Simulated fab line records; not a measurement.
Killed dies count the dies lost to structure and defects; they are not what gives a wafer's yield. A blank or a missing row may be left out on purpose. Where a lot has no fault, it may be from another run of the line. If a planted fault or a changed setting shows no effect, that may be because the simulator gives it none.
Which tool did it?	flow nand-harc	23 lots with 69 wafers sampled at 6 steps, on a route of 1302 steps

== WHAT EACH GAUGE READ, for each wafer ==
The record holds no reading of a measuring or inspecting step that can be judged against a usual standard deviation.

== TOOL THAT RAN EACH LOT (tool first, then ch and the chambers of the sampled wafers, then the start) ==
lot	NHARC_A_STAIRCASE_DEP_156	NHARC_A_STAIRCASE_DESCUM_168	NHARC_A_STAIRCASE_ETCH_170	NHARC_A_STAIRCASE_TRIM_196	NHARC_A_STAIRCASE_TRIM_200	NHARC_A_STAIRCASE_ETCH_203
L074	pecvd-01 ch 0,2, day 15 11:38	rie-diel-06 ch 0,1,2, day 15 12:35	rie-diel-06 ch 2,3, day 15 19:39 or earlier	rie-diel-13 ch 0,1,2, day 15 19:39	rie-diel-13 ch 1,2, no start	rie-diel-13 ch 0,1,2, no start
L075	pecvd-02 ch 0,1,2, day 15 22:18	rie-diel-09 ch 2,3, day 15 23:17	rie-diel-09 ch 2,3, day 16 06:37 or earlier	rie-diel-09 ch 1,2, day 16 06:37	rie-diel-09 ch 1,3, no start	rie-diel-09 ch 0,1, no start
L076	pecvd-01 ch 0,1,2, day 16 17:03	rie-diel-06 ch 0,1,3, day 16 18:02	rie-diel-06 ch 0,1,3, day 17 00:49 or earlier	rie-diel-06 ch 0,2, day 17 00:49	rie-diel-06 ch 0,3, no start	rie-diel-06 ch 0,1,3, no start
L077	pecvd-01 ch 0,2, day 17 00:38	rie-diel-13 ch 0,1, day 17 01:36	rie-diel-13 ch 0,2,3, day 17 11:16 or earlier	rie-diel-09 ch 2,3, day 17 11:16	rie-diel-09 ch 0,1,3, no start	rie-diel-09 ch 2,3, no start
L078	pecvd-04 ch 0,1,2, day 17 00:45	rie-diel-09 ch 2,3, day 17 01:45	rie-diel-09 ch 1,3, day 17 08:52 or earlier	rie-diel-06 ch 1,2,3, day 17 08:52	rie-diel-06 ch 1,3, no start	rie-diel-06 ch 1,2, no start
L080	pecvd-01 ch 0,1, day 17 13:01	rie-diel-06 ch 0,1,3, day 17 13:58	rie-diel-06 ch 1,2,3, day 17 20:56 or earlier	rie-diel-09 ch 0,1, day 17 20:56	rie-diel-09 ch 1,3, no start	rie-diel-09 ch 0,1,3, no start
L079	pecvd-04 ch 0,2, day 17 13:09	rie-diel-13 ch 0,1,3, day 17 14:08	rie-diel-13 ch 2,3, day 17 21:07 or earlier	rie-diel-13 ch 0,1, day 17 21:07	rie-diel-13 ch 0,2,3, no start	rie-diel-13 ch 0,2,3, no start
L081	pecvd-04 ch 0,1,2, day 18 09:40	rie-diel-13 ch 0,1,3, day 18 10:39	rie-diel-13 ch 1,3, day 18 18:04 or earlier	rie-diel-13 ch 0,2, day 18 18:04	rie-diel-13 ch 0,2,3, no start	rie-diel-13 ch 2,3, no start
L082	pecvd-02 ch 0,1, day 18 22:10	rie-diel-09 ch 0,3, day 18 22:59	rie-diel-09 ch 0,1, day 19 05:49 or earlier	rie-diel-09 ch 0,1, day 19 05:49	rie-diel-09 ch 1,2, no start	rie-diel-09 ch 0,2,3, no start
L083	pecvd-02 ch 1,2, day 19 19:13	rie-diel-06 ch 0,2,3, day 19 21:17	rie-diel-06 ch 0,1,3, day 20 04:16 or earlier	rie-diel-09 ch 2,3, day 20 04:16	rie-diel-09 ch 2,3, no start	rie-diel-09 ch 1,2, no start
L084	pecvd-02 ch 0,1,2, day 19 23:59	rie-diel-06 ch 2,3, day 20 00:57	rie-diel-06 ch 0,1,3, day 20 07:39 or earlier	rie-diel-09 ch 1,3, day 20 07:39	rie-diel-09 ch 2,3, no start	rie-diel-09 ch 2,3, no start
L086	pecvd-04 ch 0,1, day 20 10:32	rie-diel-06 ch 0,2,3, day 20 11:29	rie-diel-06 ch 0,1,3, day 20 22:43 or earlier	rie-diel-09 ch 1,2,3, day 20 22:43	rie-diel-09 ch 0,2,3, no start	rie-diel-09 ch 0,1,3, no start
L085	pecvd-01 ch 0,1,2, day 20 10:40	rie-diel-13 ch 0,1,3, day 20 11:39	rie-diel-13 ch 0,2, day 21 00:08 or earlier	rie-diel-06 ch 1,2, day 21 00:08	rie-diel-06 ch 0,2,3, no start	rie-diel-06 ch 0,2,3, no start
L087	pecvd-02 ch 0,2, day 21 12:18	rie-diel-09 ch 2,3, day 21 13:18	rie-diel-09 ch 1,2,3, day 21 19:56 or earlier	rie-diel-06 ch 0,1, day 21 19:56	rie-diel-06 ch 1,2,3, no start	rie-diel-06 ch 0,3, no start
L088	pecvd-02 ch 0,1,2, day 21 18:43	rie-diel-06 ch 0,2, day 21 19:34	rie-diel-06 ch 0,2,3, day 22 05:06 or earlier	rie-diel-13 ch 0,3, day 22 05:06	rie-diel-13 ch 0,1, no start	rie-diel-13 ch 1,2,3, no start
L089	pecvd-01 ch 0,1,2, day 22 02:11	rie-diel-09 ch 0,2,3, day 22 03:06	rie-diel-09 ch 0,1, day 22 09:36 or earlier	rie-diel-06 ch 0,1, day 22 09:36	rie-diel-06 ch 0,1, no start	rie-diel-06 ch 0,1,2, no start
L090	pecvd-01 ch 0,1,2, day 22 10:17	rie-diel-06 ch 0,2,3, day 22 11:05	rie-diel-06 ch 2,3, day 22 17:59 or earlier	rie-diel-06 ch 0,1, day 22 17:59	rie-diel-06 ch 0,2, no start	rie-diel-06 ch 0,1,2, no start
L093	pecvd-04 ch 0,1,2, day 22 21:27	rie-diel-06 ch 0,2,3, day 22 22:26	rie-diel-06 ch 2,3, day 23 10:17 or earlier	rie-diel-09 ch 0,1,3, day 23 10:17	rie-diel-09 ch 0,1,2, no start	rie-diel-09 ch 1,2, no start
L092	pecvd-01 ch 0,2, day 22 21:29	rie-diel-06 ch 0,1,2, day 22 22:36	rie-diel-06 ch 2,3, day 23 09:52 or earlier	rie-diel-09 ch 0,3, day 23 09:52	rie-diel-09 ch 2,3, no start	rie-diel-09 ch 1,2,3, no start
L091	pecvd-02 ch 0,2, day 22 21:41	rie-diel-06 ch 0,2, day 22 22:45	rie-diel-06 ch 0,2, day 23 09:53 or earlier	rie-diel-06 ch 1,3, day 23 09:53	rie-diel-06 ch 1,3, no start	rie-diel-06 ch 0,3, no start
L094	pecvd-04 ch 0,1,2, day 24 07:35	rie-diel-13 ch 0,1, day 24 08:30	rie-diel-13 ch 0,1, day 24 15:02 or earlier	rie-diel-09 ch 0,1, day 24 15:02	rie-diel-09 ch 0,1, no start	rie-diel-09 ch 1,2, no start
L095	pecvd-04 ch 0,1,2, day 24 15:28	rie-diel-13 ch 0,1,2, day 24 16:27	rie-diel-13 ch 0,1,3, day 24 23:05 or earlier	rie-diel-06 ch 0,2,3, day 24 23:05	rie-diel-06 ch 0,2,3, no start	rie-diel-06 ch 0,1, no start
L097	pecvd-04 ch 0,1, day 25 03:33	rie-diel-09 ch 0,1,2, day 25 04:32	rie-diel-09 ch 0,1,2, day 25 11:23 or earlier	rie-diel-06 ch 1,2, day 25 11:23	rie-diel-06 ch 1,2,3, no start	rie-diel-06 ch 1,3, no start
- NHARC_A_STAIRCASE_DEP_156: deposits SiNx, target thk 50 nm.
- NHARC_A_STAIRCASE_DESCUM_168: chemistry O2, time 3 s.
- NHARC_A_STAIRCASE_ETCH_170: etches the open film in C4F6/O2, target depth 200 nm, time 66.667 s.
- NHARC_A_STAIRCASE_TRIM_196: chemistry O2, time 211.2 s.
- NHARC_A_STAIRCASE_TRIM_200: chemistry O2, time 211.2 s.
- NHARC_A_STAIRCASE_ETCH_203: etches the open film in C4F8/O2, target depth 100 nm, time 40.5 s.

== AS READ BY THE TOOLS THEMSELVES (means over the sampled wafers that have a number; for cases with no such wafer, the mark the record gives instead) ==
NHARC_A_STAIRCASE_DEP_156. Usual: 648 W for heater-power-w, sd 61.
lot	tool	heater-power-w (W)	flag
L074	pecvd-01	683	
L075	pecvd-02	648	
L076	pecvd-01	651	
L077	pecvd-01	654	
L078	pecvd-04	620	
L080	pecvd-01	643	
L079	pecvd-04	536	
L081	pecvd-04	596	
L082	pecvd-02	699	
L083	pecvd-02	619	
L084	pecvd-02	664	
L086	pecvd-04	635	
L085	pecvd-01	659	
L087	pecvd-02	742	
L088	pecvd-02	677	
L089	pecvd-01	607	
L090	pecvd-01	648	
L093	pecvd-04	671	
L092	pecvd-01	658	
L091	pecvd-02	716	
L094	pecvd-04	639	
L095	pecvd-04	666	
L097	pecvd-04	663	

NHARC_A_STAIRCASE_DESCUM_168. Usual: drypump-motor-current-A 5.7 A, standard deviation 0.5; oes-product-au 1.000 a.u., standard deviation 0.011; rf-vpp-V 57.7 V, standard deviation 0.89; showerhead-plenum-p-Torr 1.94 Torr, standard deviation 0.082; throttle-valve-pct 11.310 %, standard deviation 0.009.
lot	tool	drypump-motor-current-A (A)	oes-product-au (a.u.)	rf-vpp-V (V)	showerhead-plenum-p-Torr (Torr)	throttle-valve-pct (%)	flag
L074	rie-diel-06	5.7	0.995	56.8	1.98	11.304	
L075	rie-diel-09	6.1	1.012	57.7	1.86	11.309	
L076	rie-diel-06	6.0	0.997	57.5	1.92	11.317	
L077	rie-diel-13	5.2	0.991	57.7	2.01	11.308	
L078	rie-diel-09	6.1	1.010	56.8	1.81	11.301	
L080	rie-diel-06	6.1	1.002	57.8	1.92	11.305	
L079	rie-diel-13	5.6	0.992	58.0	1.93	11.313	
L081	rie-diel-13	5.6	0.990	57.7	1.93	11.308	
L082	rie-diel-09	5.3	1.009	56.7	1.86	11.311	
L083	rie-diel-06	5.8	0.995	57.9	1.95	11.307	
L084	rie-diel-06	5.6	0.995	58.3	1.99	11.305	
L086	rie-diel-06	5.8	1.001	57.7	1.95	11.312	
L085	rie-diel-13	5.6	0.984	57.6	1.93	11.315	
L087	rie-diel-09	6.1	1.005	57.1	1.85	11.312	
L088	rie-diel-06	5.4	1.003	57.9	2.00	11.313	
L089	rie-diel-09	5.7	1.000	57.4	1.96	11.314	
L090	rie-diel-06	5.8	1.001	58.0	1.94	11.312	
L093	rie-diel-06	5.8	0.999	58.0	1.94	11.314	
L092	rie-diel-06	5.7	1.005	58.0	1.96	11.314	
L091	rie-diel-06	5.6	1.009	57.8	1.95	11.302	
L094	rie-diel-13	5.2	0.985	58.7	1.96	11.317	
L095	rie-diel-13	5.2	0.985	57.6	1.97	11.308	
L097	rie-diel-09	5.6	1.004	58.0	1.94	11.308	

NHARC_A_STAIRCASE_ETCH_170. Usual: drypump-motor-current-A 5.7 A, standard deviation 0.51; oes-product-au 0.976 a.u., standard deviation 0.013; rf-vpp-V 548 V, standard deviation 3.3; showerhead-plenum-p-Torr 3.98 Torr, standard deviation 0.16; throttle-valve-pct 26.903 %, standard deviation 0.0096.
lot	tool	drypump-motor-current-A (A)	oes-product-au (a.u.)	rf-vpp-V (V)	showerhead-plenum-p-Torr (Torr)	throttle-valve-pct (%)	flag
L074	rie-diel-06	6.0	0.981	547	3.97	26.903	
L075	rie-diel-09	6.1	0.983	543	3.74	26.905	
L076	rie-diel-06	6.1	0.974	548	3.94	26.901	
L077	rie-diel-13	5.5	0.973	548	3.98	26.890	
L078	rie-diel-09	5.9	0.997	549	4.03	26.900	
L080	rie-diel-06	5.9	0.970	549	4.01	26.901	
L079	rie-diel-13	6.0	0.983	546	3.84	26.906	
L081	rie-diel-13	5.7	0.965	546	3.90	26.904	
L082	rie-diel-09	5.5	0.984	551	4.11	26.900	
L083	rie-diel-06	6.1	0.982	546	3.92	26.901	
L084	rie-diel-06	6.1	0.980	547	3.92	26.894	
L086	rie-diel-06	6.1	0.979	546	3.92	26.916	
L085	rie-diel-13	5.1	0.973	550	4.10	26.898	
L087	rie-diel-09	6.0	0.976	546	3.90	26.898	
L088	rie-diel-06	5.8	0.970	548	3.98	26.908	
L089	rie-diel-09	5.5	0.999	551	4.09	26.900	
L090	rie-diel-06	5.6	0.980	549	4.05	26.903	
L093	rie-diel-06	6.0	0.987	546	3.95	26.903	
L092	rie-diel-06	5.6	0.971	550	4.05	26.913	
L091	rie-diel-06	5.4	0.969	551	4.08	26.908	
L094	rie-diel-13	5.3	0.957	548	4.01	26.906	
L095	rie-diel-13	5.6	0.972	546	3.92	26.897	
L097	rie-diel-09	5.6	0.977	548	3.98	26.899	

NHARC_A_STAIRCASE_TRIM_196. Usual: drypump-motor-current-A 5.8 A, standard deviation 0.48; oes-product-au 1.004 a.u., standard deviation 0.01; rf-vpp-V 57.9 V, standard deviation 0.85; showerhead-plenum-p-Torr 3.56 Torr, standard deviation 0.15; throttle-valve-pct 17.036 %, standard deviation 0.0095.
lot	tool	drypump-motor-current-A (A)	oes-product-au (a.u.)	rf-vpp-V (V)	showerhead-plenum-p-Torr (Torr)	throttle-valve-pct (%)	flag
L074	rie-diel-13	5.2	1.004	58.5	3.67	17.039	
L075	rie-diel-09	6.1	1.009	57.6	3.61	17.039	
L076	rie-diel-06	5.6	0.984	57.2	3.62	17.038	
L077	rie-diel-09	6.1	1.009	58.3	3.35	17.028	
L078	rie-diel-06	5.9	0.994	58.0	3.61	17.039	
L080	rie-diel-09	5.5	1.012	57.4	3.70	17.030	
L079	rie-diel-13	5.3	0.994	57.9	3.63	17.042	
L081	rie-diel-13	5.1	1.003	58.8	3.70	17.035	
L082	rie-diel-09	5.2	1.014	57.6	3.60	17.046	
L083	rie-diel-09	6.1	1.001	56.8	3.34	17.037	
L084	rie-diel-09	5.9	1.016	57.3	3.61	17.029	
L086	rie-diel-09	6.0	1.011	57.7	3.51	17.043	
L085	rie-diel-06	5.7	1.007	57.9	3.64	17.041	
L087	rie-diel-06	5.9	0.998	57.9	3.57	17.039	
L088	rie-diel-13	6.0	0.997	58.1	3.46	17.030	
L089	rie-diel-06	5.9	1.005	57.7	3.55	17.038	
L090	rie-diel-06	5.9	1.000	58.3	3.55	17.039	
L093	rie-diel-09	5.6	1.012	57.8	3.69	17.041	
L092	rie-diel-09	5.6	1.006	58.4	3.70	17.049	
L091	rie-diel-06	6.3	1.009	57.9	3.49	17.038	
L094	rie-diel-09	5.5	1.011	58.7	3.68	17.037	
L095	rie-diel-06	5.8	0.998	58.2	3.57	17.042	
L097	rie-diel-06	5.7	1.005	58.6	3.63	17.034	

NHARC_A_STAIRCASE_TRIM_200. Usual: drypump-motor-current-A 5.7 A, standard deviation 0.49; oes-product-au 1.004 a.u., standard deviation 0.01; rf-vpp-V 57.9 V, standard deviation 0.89; showerhead-plenum-p-Torr 3.57 Torr, standard deviation 0.15; throttle-valve-pct 17.037 %, standard deviation 0.0081.
lot	tool	drypump-motor-current-A (A)	oes-product-au (a.u.)	rf-vpp-V (V)	showerhead-plenum-p-Torr (Torr)	throttle-valve-pct (%)	flag
L074	rie-diel-13	5.2	1.006	59.1	3.64	17.031	
L075	rie-diel-09	5.9	1.016	57.7	3.63	17.033	
L076	rie-diel-06	6.2	0.997	58.0	3.50	17.034	
L077	rie-diel-09	5.6	1.012	57.6	3.53	17.034	
L078	rie-diel-06	6.3	1.004	57.8	3.51	17.032	
L080	rie-diel-09	5.9	1.013	57.8	3.45	17.029	
L079	rie-diel-13	5.5	0.994	58.6	3.58	17.034	
L081	rie-diel-13	5.5	1.001	57.8	3.58	17.035	
L082	rie-diel-09	5.9	1.013	58.4	3.69	17.041	
L083	rie-diel-09	6.1	1.003	57.7	3.42	17.041	
L084	rie-diel-09	6.1	1.004	57.8	3.42	17.035	
L086	rie-diel-09	5.7	1.004	58.0	3.42	17.043	
L085	rie-diel-06	5.8	0.996	57.0	3.58	17.042	
L087	rie-diel-06	5.9	1.000	57.6	3.60	17.039	
L088	rie-diel-13	5.2	0.990	58.0	3.61	17.035	
L089	rie-diel-06	5.9	1.000	57.8	3.56	17.036	
L090	rie-diel-06	5.4	1.002	57.2	3.68	17.040	
L093	rie-diel-09	5.6	0.999	58.1	3.58	17.037	
L092	rie-diel-09	6.1	1.011	58.7	3.59	17.043	
L091	rie-diel-06	6.1	1.007	58.0	3.53	17.035	
L094	rie-diel-09	5.5	1.014	57.2	3.68	17.030	
L095	rie-diel-06	5.8	1.004	57.6	3.57	17.042	
L097	rie-diel-06	5.9	1.003	58.3	3.58	17.037	

NHARC_A_STAIRCASE_ETCH_203. Usual: oes-product-au 0.945 a.u., standard deviation 0.011; rf-vpp-V 897 V, standard deviation 5.7.
lot	tool	oes-product-au (a.u.)	rf-vpp-V (V)	flag
L074	rie-diel-13	0.936	901	
L075	rie-diel-09	0.965	902	
L076	rie-diel-06	0.935	896	
L077	rie-diel-09	0.947	889	
L078	rie-diel-06	0.950	900	
L080	rie-diel-09	0.942	896	
L079	rie-diel-13	0.943	897	
L081	rie-diel-13	0.944	893	
L082	rie-diel-09	0.953	892	
L083	rie-diel-09	0.944	901	
L084	rie-diel-09	0.932	892	
L086	rie-diel-09	0.955	896	
L085	rie-diel-06	0.948	897	
L087	rie-diel-06	0.944	895	
L088	rie-diel-13	0.949	895	
L089	rie-diel-06	0.947	900	
L090	rie-diel-06	0.938	900	
L093	rie-diel-09	0.944	901	
L092	rie-diel-09	0.956	902	
L091	rie-diel-06	0.942	895	
L094	rie-diel-09	0.958	898	
L095	rie-diel-06	0.953	898	
L097	rie-diel-06	0.947	896	

== THE ANSWER, worked out from the rows above alone ==
Rule: take the mean of a lot's wafers that have a number; if it is more than 3 standard deviations from the usual mean, the lot is off. Also off: a lot with no number at a reading for which 4 or more lots have one. Any other lot the step has rows for is counted as sound. Order of review: gauges by route order, followed by the tools' own readings, for which a lot's mean as printed above is used. The first step at which some lot is off is used, and at that step the reading that is off furthest; a lot without a number counts as furthest.
No lot is off on any of the readings shown, so nothing can be concluded from this.

== WHAT WAS PUT IN BY THE SIMULATOR ==
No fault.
